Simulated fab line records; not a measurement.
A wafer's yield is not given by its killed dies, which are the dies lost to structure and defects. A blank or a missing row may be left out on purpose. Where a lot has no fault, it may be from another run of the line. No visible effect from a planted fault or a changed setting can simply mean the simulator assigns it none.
8D (eight disciplines) problem report, filled in by code | flow n5-finfet | the parts of the form that need people (team, actions taken, sign-off) are left out

1. THE PROBLEM
thk-nm at N5_FIN_SAQP_THK_MEAS_07 reads a mean of 100.5 nm on 2 wafers of 2 lots; wafers without a fault read 59.9 nm with a standard deviation of 0.8. Relative to the usual mean, that is a shift of +51 standard deviations.
Earliest sighting: wafer L504.4 on film-metro-02 at day 5 09:13. The record has a number at this step for 26 wafers belonging to 9 lots. Rule for "out" (also "out of limits"): further than 4 standard deviations from the usual mean. Any other wafer with a number is counted as sound.

2. WHAT IT IS, WHAT IT ISN'T
question                    | is                           | is not
which readings at this step | thk-nm                       | -
which lots                  | L504, L506                   | L491, L493, L494, L497, L500, L512, L513
which wafers of those lots  | L504.4, L506.4               | L504.5, L504.6, L506.5
read on which gauges        | film-metro-01, film-metro-02 | -
when                        | from day 5 09:13             | up to then (17 sound wafers); but 7 sound wafers of L506, L512, L513 came after

3. WHAT RULES OUT EACH SUSPECT
Counting: a tool at a process step up to the reading stays a suspect if it ran every lot that is out. Sound lots after the first of them don't rule it out here, since some wafers of a struck lot are sound.
- ruled out: the gauge at N5_FIN_SAQP_THK_MEAS_07. The wafers that are out were read on 2 gauges (film-metro-01, film-metro-02).
- epi-rpcvd-02 at N5_WELL_APT_EPI_41 (deposits Si from SiH4/H2, target thk 50 nm, time 297.7 s): kept. Every lot that is out went through it, the first being L504 (day 5 04:29); the last sound lot it ran before that was L493 (day 2 10:20).
- cmp-04 at N5_PMOS_HMC_CHANNEL_EPI_CMP_21 (polishes SiGe30, target thk 54 nm): kept. It ran every lot that is out, first L504 (day 5 07:22).
- pecvd-02 at N5_FIN_SAQP_PECVD_06 (deposits a-Si from SiH4/He, target thk 60 nm, time 48.1 s): kept. Every lot that is out went through it, the first being L504 (day 5 09:08); the last sound lot it ran before that was L500 (day 4 11:20).
- At N5_FIN_SAQP_PECVD_06, inside pecvd-02: chamber 2 took the wafers that are out, while their sound lot-mates went through chambers 0, 1.
Left after counting: epi-rpcvd-02 at N5_WELL_APT_EPI_41, cmp-04 at N5_PMOS_HMC_CHANNEL_EPI_CMP_21, pecvd-02 at N5_FIN_SAQP_PECVD_06.

4. THE CAUSE (what the simulator had put in)
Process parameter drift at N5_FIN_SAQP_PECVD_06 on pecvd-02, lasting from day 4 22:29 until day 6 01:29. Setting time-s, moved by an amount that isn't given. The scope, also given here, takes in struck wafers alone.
This tool is one of the 3 suspects left after counting.

5. SEQUENCE OF EFFECTS, ordered by route
One row per reading whose mean, taken over the struck wafers that have a number, lies over 3 standard deviations from the usual. Only readings for which the record gives a usual standard deviation are gone through. hours: the time from each lot's start at the first step in this table that gives one to its start at this step, as a median over the lots. sigmas: the change in usual standard deviations.
hours | step                        | reading              | usual      | on struck wafers | change | sigmas
0     | N5_FIN_SAQP_THK_MEAS_07     | thk-nm               | 59.9 nm    | 100.5            | +40.6  | +51
1     | N5_FIN_SAQP_MANDREL_ETCH_22 | oes-product-au       | 0.766 a.u. | 0.988            | +0.222 | +17
5     | N5_FIN_SAQP_INSPECT_40      | raw-defect-count     | 248        | 1915             | +1667  | +21
253   | N5_PASSIVATION_PROBE_49     | defect-limited-yield | 91.3 %     | 0.0              | -91.3  | -61
253   | N5_PASSIVATION_PROBE_49     | killed-at-front-end  | 39         | 1112             | +1074  | +83
253   | N5_PASSIVATION_PROBE_49     | killed-dies          | 103        | 1180             | +1077  | +60
253   | N5_PASSIVATION_PROBE_49     | killed-on-rim        | 14         | 152              | +138   | +31
253   | N5_PASSIVATION_PROBE_49     | sort_bin_5_function  | 5.1 %      | 96.7             | +91.6  | +92
253   | N5_PASSIVATION_PROBE_49     | sort-n-pass          | 1077       | 0                | -1077  | -60
253   | N5_PASSIVATION_PROBE_49     | sort-yield-pct       | 91.2 %     | 0.0              | -91.2  | -61
Process steps it contains:
- N5_FIN_SAQP_MANDREL_ETCH_22: etches a-Si in HBr/Cl2, stops on SiNx, target depth 60 nm, bt time 10 s, time 30 s.
- N5_PASSIVATION_PROBE_49

6. HOW IT WOULD HAVE BEEN CAUGHT EARLIER
11 hours passed between the start of the fault at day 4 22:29 and the first reading out of limits at a measuring or inspecting step in this record, taken at day 5 09:13.
Of the tool readings at N5_FIN_SAQP_PECVD_06 for which the record gives a usual standard deviation, none was out on any struck wafer, so an alarm limit of 4 standard deviations on them would not have fired.
Of the lots that are out (2), L506 began N5_FIN_SAQP_PECVD_06 on pecvd-02 after day 5 09:13. Putting the tool on hold at that point would have spared it.
